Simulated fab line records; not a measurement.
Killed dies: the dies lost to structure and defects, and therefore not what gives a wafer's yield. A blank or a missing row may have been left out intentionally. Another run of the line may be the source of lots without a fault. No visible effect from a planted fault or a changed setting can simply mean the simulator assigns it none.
fab line records | flow n5-finfet
record: lots: 6 | wafers: 14 | last-day: 18
route steps=1938 shown BEOL_M4@1052
lots with no fault: from the same line, run without faults
start-h: hours from the record's first day to the start of the lot's first wafer shown | wait-h: how many hours have passed since the lot's step before this one | " same as the row above | L1.1+2: a row that stands for several wafers | - no value, or no start given | * or withheld: withheld | < > ~ a bound
route shown NAME@n: a module of which the file shows steps, and the number in the route of the first | usual: the fault-free wafers' mean and standard deviation | same: alike in all rows | chamber/n: place in a boat | sites: each site's reading | _std_site: their standard deviation | _edge_site: the outer-site mean with the inner-site mean subtracted | radius-mm: for every site, how far away it sits from the centre of the wafer | mask NAME#n: copy n | behind: tool/chamber where the wafer was last shaped | hold: cause of the lot's hold/its duration in hours/its outcome | device: whichever transistor did not switch (one of n, p or np) | end of line: the route-end tests of the same wafers | where a step has no rows: the recipe by itself | killed: dies that structure and defects cost at the first sort, which is not the same as the wafer's yield | map: shows each die of a wafer: x if killed, . if not, _ if none is there
set.NAME: the setting that was run; set.NAME@STEP: the one run at that earlier step | model.NAME: the simulator's own value behind a step, which no gauge read
lots at selected steps of the route; one table per step, one row per wafer
services: when a tool's chamber went out of use (start-h, in hours from the record's first day, below 0 if earlier), for how many hours, and the reason
== steps ==
step: N5_BEOL_M4_SOFTBAKE_23
recipe: temp-c: 110 | time-s: 60 | resist: CAR-EUV
step: N5_BEOL_M4_EXPOSE_25
recipe: mask-id: V3 | na: 0.33 | source-shape: quasar | sigma-inner: 0.2 | sigma-outer: 0.8 | polarization: unpolarized | defocus-nm: 5 | dose-mj: 63
step: N5_BEOL_M4_PEB_26
recipe: peb-temp-c: 100 | peb-time-s: 60 | resist: CAR-EUV
step: N5_BEOL_M4_DEVELOP_27
recipe: develop-time-s: 30 | developer: TMAH | resist: CAR-EUV | rinse-liquid: surfactant-rinse | dry: air-spin | dev-temp-c: 23
step: N5_BEOL_M4_CD_MEAS_28
recipe: target-cd-nm: 26.2 | landing-energy-ev: 500 | detector: se-inlens | target-cd-y-nm: 24.1 | polarity: opening
usual: cd-nm: 26.10/0.26
lot.wafer | tool      | chamber | start-h | wait-h | cd-nm
L938.1    | cd-sem-02 | 0       | 215.91  | -      | 26.15
L938.2    | "         | 0       | "       | "      | 25.97
L938.5    | "         | 0       | "       | "      | 26.03
L939.1    | cd-sem-02 | 0       | 221.38  | -      | 25.93
L939.3    | "         | 0       | "       | "      | 25.80
L940.1    | cd-sem-03 | 0       | 226.25  | -      | 26.08
L940.3    | "         | 0       | "       | "      | 25.85
L940.5    | "         | 0       | "       | "      | 26.06
L946.2    | cd-sem-03 | 0       | 269.29  | -      | 25.97
L946.6    | "         | 0       | "       | "      | 25.89
L951.5    | cd-sem-03 | 0       | 292.07  | -      | 26.14
L951.6    | "         | 0       | "       | "      | 26.70
L953.1    | cd-sem-02 | 0       | 297.32  | -      | 26.22
L953.5    | "         | 0       | "       | "      | 26.31
step: N5_BEOL_M4_OVL_MEAS_29
recipe: points-per-wafer: 522
usual: V3_OVL: -0.1/0.72
lot.wafer | tool       | chamber | start-h | wait-h | V3_OVL[nm]
L938.1    | overlay-01 | 0       | 215.94  | 0.0    | 1.3
L938.2    | "          | 0       | "       | "      | 0.4
L938.5    | "          | 0       | "       | "      | 1.1
L939.1    | overlay-01 | 0       | 221.41  | 0.0    | 0.4
L939.3    | "          | 0       | "       | "      | -0.3
L940.1    | overlay-01 | 0       | 226.28  | 0.0    | -1.0
L940.3    | "          | 0       | "       | "      | -0.5
L940.5    | "          | 0       | "       | "      | -0.6
L946.2    | overlay-02 | 0       | 269.32  | 0.0    | 1.0
L946.6    | "          | 0       | "       | "      | 0.2
L951.5    | overlay-01 | 0       | 292.12  | 0.0    | -1.4
L951.6    | "          | 0       | "       | "      | -0.9
L953.1    | overlay-01 | 0       | 297.36  | 0.0    | -0.7
L953.5    | "          | 0       | "       | "      | -0.4
step: N5_BEOL_M4_INSPECT_30
recipe: mode: adi | inspect-instrument: brightfield
usual: raw-defect-count: 388/80
lot.wafer | tool              | chamber | start-h | wait-h | raw-defect-count
L938.1    | defect-inspect-02 | -       | 216.00  | 0.1    | 388
L938.2    | "                 | -       | "       | "      | 302
L938.5    | "                 | -       | "       | "      | 334
L939.1    | defect-inspect-02 | -       | 221.47  | 0.1    | 336
L939.3    | "                 | -       | "       | "      | 305
L940.1    | defect-inspect-01 | -       | 226.34  | 0.1    | 459
L940.3    | "                 | -       | "       | "      | 357
L940.5    | "                 | -       | "       | "      | 404
L946.2    | defect-inspect-01 | -       | 269.38  | 0.0    | 346
L946.6    | "                 | -       | "       | "      | 534
L951.5    | defect-inspect-01 | -       | 292.15  | 0.0    | 299
L951.6    | "                 | -       | "       | "      | 396
L953.1    | defect-inspect-01 | -       | 297.42  | 0.1    | 326
L953.5    | "                 | -       | "       | "      | 380
step: N5_BEOL_M4_DESCUM_33
recipe: chemistry: O2 | time-s: 7 | source-power-w: 50 | bias-power-w: 20 | pressure-mtorr: 20 | rf-frequency-hz: 2.712e+07 | temp-c: 40 | resist: CAR-EUV | o2-flow-sccm: 225
usual: drypump-motor-current-A: 5.8/0.43 | oes-product-au: 0.82/0.097 | rf-fwd-power-W: 49.36/0.24 | rf-vpp-V: 243.4/1.2 | showerhead-plenum-p-Torr: 2.11/0.065 | throttle-valve-pct: 20.37/0.23
lot.wafer | tool        | chamber | start-h | wait-h | drypump-motor-current-A | oes-product-au | rf-fwd-power-W | rf-hours-counter-h | rf-vpp-V | showerhead-plenum-p-Torr | throttle-valve-pct
L938.1    | rie-diel-06 | 0       | 216.03  | 0.0    | 5.4                     | 0.67           | 49.34          | 222                | 240.3    | 1.98                     | 20.49
L938.2    | "           | 3       | "       | "      | 5.7                     | 0.86           | 49.24          | 34                 | 244.6    | 2.11                     | 20.02
L938.5    | "           | 1       | "       | "      | 6.5                     | 0.94           | 49.06          | -                  | 243.2    | 2.14                     | 20.03
L939.1    | rie-diel-05 | 1       | 221.50  | 0.0    | 6.1                     | 0.88           | 49.44          | 49                 | 244.8    | 2.14                     | 20.20
L939.3    | "           | 3       | "       | "      | 6.1                     | 0.68           | 49.78          | 248                | 241.6    | 2.04                     | 20.50
L940.1    | rie-diel-06 | 1       | 226.37  | 0.0    | 6.5                     | 0.93           | 49.05          | 18                 | 243.1    | 2.14                     | 20.05
L940.3    | "           | 0       | "       | "      | 5.3                     | 0.67           | 49.23          | 227                | 240.4    | 1.98                     | 20.50
L940.5    | "           | 0       | "       | "      | 5.3                     | 0.68           | 49.28          | -                  | 241.8    | 1.98                     | 20.51
L946.2    | rie-diel-06 | 0       | 269.41  | 0.0    | 5.3                     | 0.66           | 49.06          | 240                | 240.2    | 1.98                     | 20.53
L946.6    | "           | 3       | "       | "      | 5.7                     | 0.85           | 49.28          | -                  | 244.1    | 2.11                     | 20.04
L951.5    | rie-diel-05 | 0       | 292.20  | 0.0    | 5.4                     | 0.85           | 49.40          | -                  | 241.2    | 2.05                     | 20.48
L951.6    | "           | 2       | "       | "      | 5.7                     | 0.73           | 49.44          | -                  | 244.5    | 2.18                     | 20.49
L953.1    | rie-diel-06 | 0       | 297.45  | 0.0    | 5.3                     | 0.65           | 49.14          | 249                | 241.8    | 1.97                     | 20.54
L953.5    | "           | 3       | "       | "      | 5.7                     | 0.84           | 49.47          | -                  | 243.5    | 2.10                     | 20.07
step: N5_BEOL_M4_ETCH_77
recipe: chemistry: N2/H2 | target: underlayer | target-depth-a: 65 | mask-material: CAR-EUV | time-s: 5.2 | ion-energy-ev: 200 | pressure-mtorr: 30 | source-w: 840 | bias-w: 150 | n2-flow-sccm: 200 | h2-flow-sccm: 200 | ends: cleared
usual: drypump-motor-current-A: 5.8/0.44 | etch-rf-on-time-s: 5.17/0.16 | oes-product-au: 0.70/0.088 | rf-fwd-power-W: 819.4/2.6 | rf-vpp-V: 524.6/2.6 | showerhead-plenum-p-Torr: 2.56/0.079 | throttle-valve-pct: 17.74/0.26
lot.wafer | tool        | chamber | start-h | wait-h | drypump-motor-current-A | etch-rf-on-time-s | oes-product-au | rf-fwd-power-W | rf-hours-counter-h | rf-vpp-V | showerhead-plenum-p-Torr | throttle-valve-pct
L938.1    | rie-diel-06 | 0       | 216.07  | 0.0    | 5.4                     | 5.37              | 0.58           | 817.3          | 222                | 519.3    | 2.39                     | 17.81
L938.2    | "           | 3       | "       | "      | 5.7                     | 5.18              | 0.74           | 820.1          | 34                 | 524.7    | 2.60                     | 17.55
L938.5    | "           | 1       | "       | "      | 6.5                     | 4.83              | 0.83           | 819.0          | -                  | 526.2    | 2.59                     | 17.36
L939.1    | rie-diel-05 | 1       | 221.53  | 0.0    | 6.1                     | 5.05              | 0.75           | 820.1          | 49                 | 524.1    | 2.58                     | 17.49
L939.3    | "           | 3       | "       | "      | 6.2                     | 5.21              | 0.58           | 817.9          | 248                | 521.0    | 2.52                     | 18.28
L940.1    | rie-diel-06 | 1       | 226.41  | 0.0    | 6.5                     | 4.83              | 0.82           | 820.5          | 18                 | 524.1    | 2.58                     | 17.37
L940.3    | "           | 0       | "       | "      | 5.4                     | 5.35              | 0.58           | 821.3          | 227                | 519.7    | 2.39                     | 17.86
L940.5    | "           | 0       | "       | "      | 5.3                     | 5.30              | 0.58           | 820.3          | -                  | 519.1    | 2.39                     | 17.87
L946.2    | rie-diel-06 | 0       | 269.44  | 0.0    | 5.4                     | 5.42              | 0.56           | 815.0          | 240                | 518.8    | 2.39                     | 17.89
L946.6    | "           | 3       | "       | "      | 5.7                     | 5.11              | 0.73           | 819.5          | -                  | 526.0    | 2.59                     | 17.57
L951.5    | rie-diel-05 | 0       | 292.23  | 0.0    | 5.4                     | 5.58              | 0.69           | 814.1          | -                  | 521.3    | 2.50                     | 17.96
L951.6    | "           | 2       | "       | "      | 5.7                     | 5.32              | 0.62           | 818.7          | -                  | 526.1    | 2.66                     | 18.11
L953.1    | rie-diel-06 | 0       | 297.49  | 0.0    | 5.4                     | 5.44              | 0.56           | 818.7          | 249                | 521.5    | 2.38                     | 17.91
L953.5    | "           | 3       | "       | "      | 5.7                     | 5.13              | 0.70           | 823.0          | -                  | 523.8    | 2.59                     | 17.60
step: N5_BEOL_M4_ETCH_69
recipe: chemistry: CF4 | target: SiARC | target-depth-a: 156 | mask-material: CAR-EUV | time-s: 26 | ion-energy-ev: 80 | pressure-mtorr: 40 | source-w: 545 | bias-w: 36 | Ar_flow_sccm: 100 | cf4-flow-sccm: 100 | ends: cleared
usual: drypump-motor-current-A: 5.8/0.43 | etch-rf-on-time-s: 25.8/0.76 | oes-product-au: 0.70/0.087 | rf-fwd-power-W: 532.4/2 | rf-vpp-V: 184.3/1.2 | showerhead-plenum-p-Torr: 2.16/0.057 | throttle-valve-pct: 15.55/0.26
lot.wafer | tool        | chamber | start-h | wait-h | drypump-motor-current-A | etch-rf-on-time-s | oes-product-au | rf-fwd-power-W | rf-hours-counter-h | rf-vpp-V | showerhead-plenum-p-Torr | throttle-valve-pct
L938.1    | rie-diel-06 | 0       | 216.08  | 0.0    | 5.3                     | 26.9              | 0.57           | 533.9          | 222                | 181.9    | 2.05                     | 15.85
L938.2    | "           | 3       | "       | "      | 5.7                     | 25.5              | 0.74           | 529.4          | 34                 | 183.6    | 2.18                     | 15.31
L938.5    | "           | 1       | "       | "      | 6.5                     | 24.8              | 0.82           | 529.1          | -                  | 185.8    | 2.21                     | 15.28
L939.1    | rie-diel-05 | 1       | 221.55  | 0.0    | 6.1                     | 25.4              | 0.74           | 532.7          | 49                 | 185.4    | 2.18                     | 15.28
L939.3    | "           | 3       | "       | "      | 6.1                     | 26.2              | 0.58           | 533.3          | 248                | 183.5    | 2.11                     | 15.88
L940.1    | rie-diel-06 | 1       | 226.42  | 0.0    | 6.5                     | 24.3              | 0.83           | 532.1          | 18                 | 184.4    | 2.20                     | 15.31
L940.3    | "           | 0       | "       | "      | 5.3                     | 26.9              | 0.57           | 530.9          | 227                | 182.0    | 2.05                     | 15.87
L940.5    | "           | 0       | "       | "      | 5.3                     | 26.8              | 0.56           | 532.1          | -                  | 181.0    | 2.05                     | 15.87
L946.2    | rie-diel-06 | 0       | 269.46  | 0.0    | 5.4                     | 26.9              | 0.56           | 531.8          | 240                | 182.4    | 2.05                     | 15.90
L946.6    | "           | 3       | "       | "      | 5.7                     | 25.3              | 0.72           | 529.6          | -                  | 185.3    | 2.17                     | 15.32
L951.5    | rie-diel-05 | 0       | 292.26  | 0.0    | 5.3                     | 27.8              | 0.70           | 532.2          | -                  | 182.3    | 2.09                     | 15.49
L951.6    | "           | 2       | "       | "      | 5.7                     | 25.7              | 0.63           | 533.8          | -                  | 184.7    | 2.23                     | 15.75
L953.1    | rie-diel-06 | 0       | 297.50  | 0.0    | 5.3                     | 27.1              | 0.56           | 532.8          | 249                | 182.0    | 2.05                     | 15.92
L953.5    | "           | 3       | "       | "      | 5.7                     | 25.2              | 0.72           | 531.2          | -                  | 185.5    | 2.17                     | 15.36
step: N5_BEOL_M4_ALD_98
recipe: material: SiO2 | target-thk-a: 25 | temp-c: 100 | ald-precursor-family: BDEAS | ald-co-reactant: O2-plasma | pulse-time-s: 1 | co-reactant-pulse-time-s: 1 | purge-time-s: 2 | co-reactant-purge-time-s: 2 | ald-cycles: 17 | pressure-torr: 2
usual: heater-power-w: 79/9.7 | precursor-pulse-height-rel: 1.001/0.02
lot.wafer | tool       | chamber | start-h | wait-h | heater-power-w | precursor-pulse-height-rel
L938.1    | ald-sin-01 | 2       | 216.16  | 0.1    | 85             | 0.981
L938.2    | "          | 0       | "       | "      | 72             | 0.976
L938.5    | "          | 1       | "       | "      | 95             | 1.026
L939.1    | ald-sin-01 | 2       | 221.79  | 0.2    | 85             | 1.008
L939.3    | "          | 0       | "       | "      | 74             | 0.999
L940.1    | ald-sin-02 | 0       | 226.51  | 0.1    | 64             | 1.001
L940.3    | "          | 3       | "       | "      | 90             | 0.943
L940.5    | "          | 1       | "       | "      | 88             | 1.008
L946.2    | ald-sin-01 | 2       | 269.54  | 0.1    | 84             | 1.015
L946.6    | "          | 0       | "       | "      | 73             | 1.029
L951.5    | ald-sin-01 | 2       | 292.41  | 0.1    | 85             | 0.989
L951.6    | "          | 3       | "       | "      | 69             | 1.003
L953.1    | ald-sin-01 | 3       | 297.79  | 0.3    | 69             | 0.982
L953.5    | "          | 2       | "       | "      | 85             | 0.976
step: N5_BEOL_M4_ETCHBACK_99
recipe: chemistry: CHF3 | target: SiO2 | target-depth-a: 50 | time-s: 10.4 | source-w: 215 | bias-w: 47 | Ar_flow_sccm: 200 | CHF3_flow_sccm: 12 | ion-energy-ev: 100 | pressure-mtorr: 30
usual: drypump-motor-current-A: 5.7/0.41 | oes-product-au: 0.82/0.099 | rf-fwd-power-W: 212.4/0.92 | rf-vpp-V: 242/10 | showerhead-plenum-p-Torr: 2.17/0.052 | throttle-valve-pct: 16.99/0.24
lot.wafer | tool        | chamber | start-h | wait-h | drypump-motor-current-A | oes-product-au | rf-fwd-power-W | rf-hours-counter-h | rf-vpp-V | showerhead-plenum-p-Torr | throttle-valve-pct
L938.1    | rie-diel-04 | 1       | 228.20  | 12.0   | 5.4                     | 0.70           | 212.5          | 249                | 237      | 2.18                     | 17.10
L938.2    | "           | 0       | "       | "      | 5.3                     | 0.96           | 211.6          | 6                  | 251      | 2.22                     | 17.00
L938.5    | "           | 0       | "       | "      | 5.3                     | 0.97           | 212.2          | -                  | 254      | 2.22                     | 17.00
L939.1    | rie-diel-06 | 0       | 228.40  | 6.6    | 5.4                     | 0.67           | 211.2          | 228                | 231      | 2.08                     | 17.41
L939.3    | "           | 3       | "       | "      | 5.7                     | 0.86           | 211.9          | 40                 | 236      | 2.17                     | 16.67
L940.1    | rie-diel-06 | 0       | 232.48  | 5.9    | 5.3                     | 0.67           | 212.3          | 228                | 232      | 2.08                     | 17.42
L940.3    | "           | 3       | "       | "      | 5.7                     | 0.86           | 212.2          | 40                 | 236      | 2.17                     | 16.69
L940.5    | "           | 0       | "       | "      | 5.3                     | 0.67           | 212.5          | -                  | 231      | 2.08                     | 17.43
L946.2    | rie-diel-04 | 1       | 279.24  | 9.6    | 5.4                     | 0.94           | 213.2          | 11                 | 237      | 2.18                     | 16.71
L946.6    | "           | 3       | "       | "      | 5.4                     | 0.99           | 213.1          | -                  | 221      | 2.11                     | 16.96
L951.5    | rie-diel-04 | 2       | 300.75  | 8.3    | 5.8                     | 0.78           | 212.8          | -                  | 251      | 2.24                     | 17.20
L951.6    | "           | 3       | "       | "      | 5.3                     | 0.94           | 212.9          | -                  | 220      | 2.11                     | 16.98
L953.1    | rie-diel-05 | 1       | 308.78  | 10.9   | 6.1                     | 0.82           | 212.9          | 83                 | 240      | 2.18                     | 16.79
L953.5    | "           | 0       | "       | "      | 5.4                     | 0.83           | 211.8          | -                  | 245      | 2.10                     | 17.02
step: N5_BEOL_M4_ETCH_70
recipe: chemistry: N2/H2 | target: SOC | target-depth-a: 800 | overetch-a: 240 | mask-material: SiARC | temp-c: 40 | time-s: 130 | ion-energy-ev: 200 | pressure-mtorr: 30 | source-w: 840 | bias-w: 150 | n2-flow-sccm: 200 | h2-flow-sccm: 200
usual: drypump-motor-current-A: 5.7/0.41 | oes-product-au: 0.60/0.069 | rf-fwd-power-W: 835.9/2.9 | rf-vpp-V: 524.5/2.2 | showerhead-plenum-p-Torr: 2.57/0.074 | throttle-valve-pct: 17.74/0.26
lot.wafer | tool        | chamber | start-h | wait-h | drypump-motor-current-A | oes-product-au | rf-fwd-power-W | rf-hours-counter-h | rf-vpp-V | showerhead-plenum-p-Torr | throttle-valve-pct | model.SiARC_of_BEOL_M4_COAT_68.thk-nm
L938.1    | rie-diel-04 | 1       | 228.24  | 0.0    | 5.4                     | 0.51           | 838.9          | 249                | 524.5    | 2.63                     | 18.23              | 6
L938.2    | "           | 0       | "       | "      | 5.3                     | 0.70           | 834.1          | 6                  | 527.0    | 2.59                     | 17.57              | 5.4
L938.5    | "           | 0       | "       | "      | 5.3                     | 0.70           | 835.3          | -                  | 524.5    | 2.59                     | 17.56              | 5.4
L939.1    | rie-diel-06 | 0       | 228.43  | 0.0    | 5.4                     | 0.50           | 834.4          | 228                | 520.5    | 2.39                     | 17.80              | 6.2
L939.3    | "           | 3       | "       | "      | 5.7                     | 0.63           | 833.2          | 40                 | 525.7    | 2.60                     | 17.52              | 5.8
L940.1    | rie-diel-06 | 0       | 232.52  | 0.0    | 5.3                     | 0.50           | 832.3          | 228                | 519.9    | 2.39                     | 17.82              | 6.4
L940.3    | "           | 3       | "       | "      | 5.7                     | 0.62           | 832.7          | 40                 | 524.1    | 2.60                     | 17.51              | 6
L940.5    | "           | 0       | "       | "      | 5.3                     | 0.50           | 833.6          | -                  | 519.7    | 2.39                     | 17.82              | 6.4
L946.2    | rie-diel-04 | 1       | 279.28  | 0.0    | 5.4                     | 0.69           | 841.6          | 11                 | 524.8    | 2.62                     | 17.85              | 3
L946.6    | "           | 3       | "       | "      | 5.4                     | 0.71           | 837.9          | -                  | 522.2    | 2.49                     | 17.62              | 6
L951.5    | rie-diel-04 | 2       | 300.81  | 0.0    | 5.8                     | 0.57           | 839.8          | -                  | 526.6    | 2.64                     | 17.82              | 2.8
L951.6    | "           | 3       | "       | "      | 5.3                     | 0.69           | 836.7          | -                  | 521.9    | 2.49                     | 17.66              | 6.2
L953.1    | rie-diel-05 | 1       | 308.81  | 0.0    | 6.1                     | 0.59           | 837.5          | 83                 | 525.1    | 2.57                     | 17.48              | 5.8
L953.5    | "           | 0       | "       | "      | 5.3                     | 0.61           | 841.7          | -                  | 522.8    | 2.49                     | 17.93              | 6.2
step: N5_BEOL_M4_STRIP_71
recipe: chemistry: N2/H2 | temp-c: 40 | n2-flow-sccm: 200 | h2-flow-sccm: 200 | rf-frequency-hz: 6e+07
step: N5_BEOL_M4_RC_MEAS_101
usual: DIBL_N: 36.1/2 | DIBL_P: 36.3/2.5 | IOFF_N: 0.16/0.037 | IOFF_P: 0.21/0.039 | ION_N: 678/15 | ION_P: 465/8.7 | SS_N: 71.4/0.7 | SS_P: 73.3/0.74 | VT_N: 249/3.6 | VT_P: -250.0/2.9
lot.wafer | tool      | chamber | start-h | wait-h | DIBL_N[mV/V] | DIBL_P[mV/V] | IOFF_N[nA/um] | IOFF_P[nA/um] | ION_N[uA/um] | ION_P[uA/um] | SS_N[mV/dec] | SS_P[mV/dec] | VT_N[mV] | VT_P[mV]
L938.1    | prober-02 | 0       | 232.92  | 0.0    | 34.1         | 35.9         | 0.13          | 0.16          | 673          | 463          | 70.8         | 72.2         | 253      | -254.6
L938.2    | "         | 0       | "       | "      | 34.2         | 36.3         | 0.13          | 0.16          | 677          | 459          | 70.8         | 72.2         | 252      | -255.3
L938.5    | "         | 0       | "       | "      | 37.2         | 39.5         | 0.19          | 0.22          | 695          | 469          | 71.4         | 73.8         | 247      | -253.5
L939.1    | prober-01 | 0       | 233.68  | 0.0    | 34.4         | 34.5         | 0.13          | 0.19          | 663          | 462          | 71.1         | 72.9         | 252      | -249.8
L939.3    | "         | 0       | "       | "      | 39.3         | 39.2         | 0.22          | 0.28          | 669          | 464          | 72.4         | 73.9         | 249      | -246.1
L940.1    | prober-02 | 0       | 238.76  | 0.0    | 38.3         | 37.1         | 0.21          | 0.25          | 692          | 466          | 72.3         | 74.3         | 245      | -248.0
L940.3    | "         | 0       | "       | "      | 36.3         | 35.6         | 0.16          | 0.21          | 692          | 472          | 72.3         | 73.4         | 250      | -250.9
L940.5    | "         | 0       | "       | "      | 38.0         | 38.4         | 0.20          | 0.27          | 717          | 484          | 72.4         | 74.0         | 246      | -247.1
L946.2    | prober-02 | 0       | 284.11  | 0.2    | 37.8         | 39.4         | 0.20          | 0.21          | 685          | 459          | 71.8         | 73.6         | 243      | -253.1
L946.6    | "         | 0       | "       | "      | 32.7         | 32.8         | 0.12          | 0.14          | 663          | 449          | 70.2         | 72.4         | 252      | -257.2
L951.5    | prober-02 | 0       | 306.68  | 0.6    | 36.4         | 38.1         | 0.18          | 0.21          | 700          | 469          | 70.8         | 73.5         | 247      | -251.2
L951.6    | "         | 0       | "       | "      | 36.1         | 37.0         | 0.16          | 0.17          | 672          | 453          | 71.0         | 73.5         | 251      | -254.4
L953.1    | prober-02 | 0       | 313.10  | 0.0    | 34.4         | 35.3         | 0.13          | 0.20          | 663          | 456          | 70.3         | 73.5         | 250      | -248.7
L953.5    | "         | 0       | "       | "      | 32.6         | 32.2         | 0.11          | 0.16          | 674          | 474          | 70.5         | 72.4         | 252      | -252.8
== services ==
tool        | chamber | start-h | hours | kind
rie-diel-04 | 0       | 197.28  | -     | clean
rie-diel-04 | 0       | 197.28  | -     | consumable-replace:focus-ring
rie-diel-04 | 0       | 197.28  | 12.2  | scheduled-down
rie-diel-04 | 0       | 197.28  | 12.2  | vent-cycle
rie-diel-05 | -       | 205.16  | 0.7   | repair
rie-diel-05 | -       | 218.37  | 0.1   | repair
ald-sin-02  | 3       | 240.44  | 10.8  | repair
rie-diel-05 | 3       | 242.46  | 40.9  | repair
ald-sin-01  | -       | 248.83  | 0.2   | repair
rie-diel-04 | 1       | 252.29  | 3.0   | repair
ald-sin-01  | 1       | 268.27  | 8.8   | repair
ald-sin-01  | 2       | 270.52  | 2.5   | repair
rie-diel-06 | 2       | 275.94  | 2.5   | repair
rie-diel-05 | 3       | 283.73  | -     | clean
rie-diel-05 | 3       | 283.73  | -     | consumable-replace:focus-ring
rie-diel-05 | 3       | 283.73  | 26.2  | scheduled-down
rie-diel-05 | 3       | 283.73  | 26.2  | vent-cycle
ald-sin-02  | -       | 287.80  | 1.4   | repair
rie-diel-06 | 0       | 300.33  | -     | clean
rie-diel-06 | 0       | 300.33  | -     | consumable-replace:focus-ring
rie-diel-06 | 0       | 300.33  | -     | consumable-replace:showerhead
rie-diel-06 | 0       | 300.33  | 15.9  | scheduled-down
rie-diel-06 | 0       | 300.33  | 15.9  | vent-cycle
ald-sin-01  | 2       | 306.91  | 9.6   | repair
== key ==
first-sign none at tools or gauges
model-effect: step: N5_BEOL_M4_ETCH_70 | value: SiARC_of_BEOL_M4_COAT_68.thk-nm | without: 5.8 | struck: 2.9
met-at N5_BEOL_M4_ETCH_70
struck-wafers L946.2,L951.5
baseline-loss: step: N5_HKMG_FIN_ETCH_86 | wafers: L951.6
onset-between 228.24 279.28
fault: kind: process-parameter-drift | tool: rie-diel-04 | chamber: - | onset-h: 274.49 | steps: N5_BEOL_M4_ETCH_70 | channel: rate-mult | offset: 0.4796 | shape: step | end-h: 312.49 | scope: struck-wafers-only
baseline-loss: these wafers lose ten dies or more at that step, a loss of the line's own and not of a fault; the sort's usual values leave them out
